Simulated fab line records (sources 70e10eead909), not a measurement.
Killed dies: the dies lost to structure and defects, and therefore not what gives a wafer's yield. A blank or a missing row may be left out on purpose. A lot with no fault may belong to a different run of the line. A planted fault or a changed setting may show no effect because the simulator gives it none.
8D (eight disciplines) problem report, filled in by code :: flow nand_harc :: the parts of the form that need people (team, actions taken, sign-off) are left out

1. THE ISSUE
raw_defect_count at NHARC_A_SIN_REMOVE_INSPECT_04 reads a mean of 1381 on 6 wafers of 2 lots; wafers without a fault read 390 with a standard deviation of 73. Measured from the usual mean, that is +14 standard deviations.
First seen on wafer L468.2, day 23 09:32, on defect_inspect-02. Wafers with a number at this step in the record: 33, from 11 lots. Rule for "out" (also "out of limits"): further than 4 standard deviations from the usual mean. The rest of the wafers with a number are treated as sound.

2. WHAT IT IS AND WHAT IT IS NOT
question: which readings at this step
is: raw_defect_count
is not: -

question: which lots
is: L468, L470
is not: L461, L465, L469, L477, L479, L480, L481, L483, L484

question: which wafers of those lots
is: all that have a number
is not: -

question: read on which gauges
is: defect_inspect-02
is not: defect_inspect-01

question: when
is: from day 23 09:32
is not: up to then (9 sound wafers); but 18 sound wafers of L477, L479, L480, L481, L483, L484 came after

3. WHAT RULES OUT EACH SUSPECT
Counting: any tool at a process step up to the reading is kept as a suspect provided that every lot that is out went through it and no sound lot did after the first of them.
- the gauge at NHARC_A_SIN_REMOVE_INSPECT_04: kept. All the wafers that are out were read on defect_inspect-02, and no step on other tools shows them out.
- rie_diel-11 at NHARC_A_SLIT_DESCUM_14 (chemistry O2, time 3 s): ruled out as a lasting fault. The sound lots L481 went through it after L468, its earliest lot that is out (day 22 18:52).
- wet_bench-02 at NHARC_A_SLIT_PRECLEAN_19 (cleans in SC1): ruled out as a lasting fault. The sound lots L477, L479, L481, L484 went through it after L468, its earliest lot that is out (day 23 01:50).
Left after counting: defect_inspect-02 at NHARC_A_SIN_REMOVE_INSPECT_04.

4. THE CAUSE (what the simulator had put in)
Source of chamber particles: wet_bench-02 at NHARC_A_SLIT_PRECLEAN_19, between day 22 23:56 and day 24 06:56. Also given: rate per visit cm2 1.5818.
Counting ruled it out, wrongly: the rule takes a fault to strike every lot that its tool runs from its start on, and this one did not.

5. THE CHAIN OF EFFECTS, in route order
Each row: a reading whose mean over the struck wafers that have a number lies more than 3 standard deviations from the usual. Readings are gone through only where the record gives a usual standard deviation; hours: the median, over the lots, of the time from a lot's start at the first step in this table giving one to that lot's start at this step; sigmas: the change measured in usual standard deviations.
hours: 0
step: NHARC_A_SIN_REMOVE_INSPECT_04
reading: raw_defect_count
usual: 390
on struck wafers: 1381
change: +991
sigmas: +14

hours: 104
step: NHARC_END_SORT_01
reading: killed_at_array
usual: 64
on struck wafers: 133
change: +69
sigmas: +3.5

hours: 104
step: NHARC_END_SORT_01
reading: killed_dies
usual: 68
on struck wafers: 138
change: +70
sigmas: +3.5

6. WHAT WOULD HAVE CAUGHT IT SOONER
Counted from the fault's start at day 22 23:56, it took 10 hours until the first out-of-limits reading at a measuring or inspecting step in this record, taken at day 23 09:32.
No tool reading at NHARC_A_SLIT_PRECLEAN_19 that has a usual standard deviation in the record was out on any struck wafer, so an alarm limit of 4 standard deviations on those readings would not have fired.
